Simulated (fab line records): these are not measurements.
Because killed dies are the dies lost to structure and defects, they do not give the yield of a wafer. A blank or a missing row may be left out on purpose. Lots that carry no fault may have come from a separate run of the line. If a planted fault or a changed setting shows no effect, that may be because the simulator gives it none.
A lot that was struck, set against a sound lot ; flow nand_harc ; 14 out of 1159 route steps
Sound: wafers L266.1, L266.2, L266.5. Wafers struck: L272.1, L272.2, L272.5. Last of all comes the cause.
For every step that has rows: the tool of each side, followed by ch and its chambers, followed by its first start. Under that, the readings that differ: sound wafers ; struck wafers ; difference of the means ; sigmas: that difference in standard deviations of wafers without a fault.
alike: readings with means less than 2 such deviations apart, plus words and numbers identical on both sides. not compared: withheld readings, readings lacking a value on some wafer, bounds such as >300 that could conceal the same value, and numbers that have no deviation in the record and whose values overlap.
Wherever a step has rows on one side only, a row that says differs or no value, or a row with sigmas, the two part there. When numbers do not overlap yet have no deviation, they are printed without sigmas and do not part them. A reading missing from all wafers of one side parts the sides only when that side holds two or more wafers.

first, 1 step without rows for these wafers: NHARC_A_STAIRCASE_HARDBAKE_218 (time 140 s).
NHARC_A_STAIRCASE_DESCUM_219: chemistry O2, time 3 s.
  sound on rie_diel-13 ch 0,1,3, day 11 11:08; struck on rie_diel-13 ch 0,1,3, day 13 04:40
  alike: drypump_motor_current_A, oes_product_au, rf_vpp_V, showerhead_plenum_p_Torr, throttle_valve_pct
  not compared: rf_hours_counter_h
then, 2 steps without rows for these wafers: NHARC_A_STAIRCASE_TRIM_220 (chemistry O2, time 211.2 s); NHARC_A_STAIRCASE_ETCH_221 (etches the open film in C4F8/O2, target depth 100 nm, time 40.5 s).
NHARC_A_STAIRCASE_TRIM_222: chemistry O2, time 211.2 s.
  sound on rie_diel-13 ch 0,2,3; struck on rie_diel-13 ch 0,1,3
  alike: drypump_motor_current_A, oes_product_au, rf_vpp_V, showerhead_plenum_p_Torr, throttle_valve_pct
  not compared: rf_hours_counter_h
then, 1 step without rows for these wafers: NHARC_A_STAIRCASE_ETCH_223 (etches the open film in C4F8/O2, target depth 100 nm, time 40.5 s).
NHARC_A_STAIRCASE_TRIM_224: chemistry O2, time 211.2 s.
  sound on rie_diel-13 ch 0,2; struck on rie_diel-05 ch 0,1,2
  alike: drypump_motor_current_A, oes_product_au, rf_vpp_V, showerhead_plenum_p_Torr, throttle_valve_pct
  not compared: rf_hours_counter_h
NHARC_A_STAIRCASE_ETCH_225: etches the open film in C4F8/O2, target depth 100 nm, time 40.5 s.
  sound on rie_diel-13 ch 1,2; struck on rie_diel-05 ch 2,3
  alike: oes_product_au, rf_vpp_V
  not compared: rf_hours_counter_h
then, 3 steps without rows for these wafers: NHARC_A_STAIRCASE_TRIM_226 (chemistry O2, time 211.2 s); NHARC_A_STAIRCASE_ETCH_227 (etches the open film in C4F8/O2, target depth 100 nm, time 40.5 s); NHARC_A_STAIRCASE_TRIM_229 (chemistry O2, time 211.2 s).
NHARC_A_STAIRCASE_ETCH_230: etches the open film in C4F8/O2, target depth 100 nm, time 40.5 s.
  sound on rie_diel-05 ch 0,2,3, day 11 12:31; struck on rie_diel-05 ch 1,2,3, day 13 06:14
reading;sound;struck;difference;sigmas
oes_product_au (a.u.);0.976 0.953 0.982;0.809 0.823 0.795;-0.161;-10
  alike: rf_vpp_V
  not compared: rf_hours_counter_h
NHARC_A_STAIRCASE_TRIM_231: chemistry O2, time 211.2 s.
  sound on rie_diel-05 ch 1,3; struck on rie_diel-05 ch 1,3
  alike: drypump_motor_current_A, oes_product_au, rf_vpp_V, showerhead_plenum_p_Torr, throttle_valve_pct
  not compared: rf_hours_counter_h
-- break in the record here, with 8 days between the starts of the struck wafers on either side (left off in module A_STAIRCASE, picked up again in module END, where the first step shown is number 1159 on the route) --
NHARC_END_SORT_01:
  at this point the record logs the struck wafers (prober-02 ch 0, day 21 06:11) and has no rows for the sound ones

## WHERE THEY PART
At NHARC_A_STAIRCASE_ETCH_230 first; at NHARC_END_SORT_01 last (within this record only).

WHY: what had been put in by the simulator
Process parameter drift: rie_diel-05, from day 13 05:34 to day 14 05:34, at NHARC_A_STAIRCASE_ETCH_230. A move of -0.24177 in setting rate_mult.
